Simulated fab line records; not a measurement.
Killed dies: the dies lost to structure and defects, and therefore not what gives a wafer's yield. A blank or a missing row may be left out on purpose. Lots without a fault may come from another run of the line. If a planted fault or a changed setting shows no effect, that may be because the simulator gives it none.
Matching of chambers    flow nand-harc    rie-diel-11 running NHARC_P_M1_DESCUM_14: 4 sister chambers
The step chemistry O2, time 3 s. 4 wafers are shown with their chamber, then 7 later ones without.

WAFERS WITH THEIR CHAMBER
wafer   chamber  drypump-motor-current-A (A)
L077.1  2        5.9
L078.6  0        6.6
L087.2  3        6.3
L087.4  1        6.0

WAFERS MISSING THEIR CHAMBER
wafer   drypump-motor-current-A (A)
L087.5  6.0
L095.1  6.3
L095.2  5.9
L095.4  6.0
L097.1  5.9
L097.4  6.2
L097.6  6.0

WHICH CHAMBER EACH WENT THROUGH
wafer   from the rows above  in truth
L087.5  1                    1
L095.1  3                    3
L095.2  2                    2
L095.4  1                    1
L097.1  2                    2
L097.4  3                    3
L097.6  1                    1
Correctly placed: 7 of 7. From these rows, 0 cannot be placed. Wrongly placed: 0.
How it was worked out, from the rows above alone: a wafer's distance from a chamber is the root of the sum, over the readings, of the square of ((its reading less the chamber's mean) divided by the reading's scatter). If the next closest chamber is less than 2 further off than the closest, the wafer can't be placed; otherwise it belongs to the closest. Each chamber's mean is taken over the wafers shown for it. The scatter: with one shown wafer a chamber, the root of the mean of the squares of how far each hidden wafer lies from its nearest shown one.
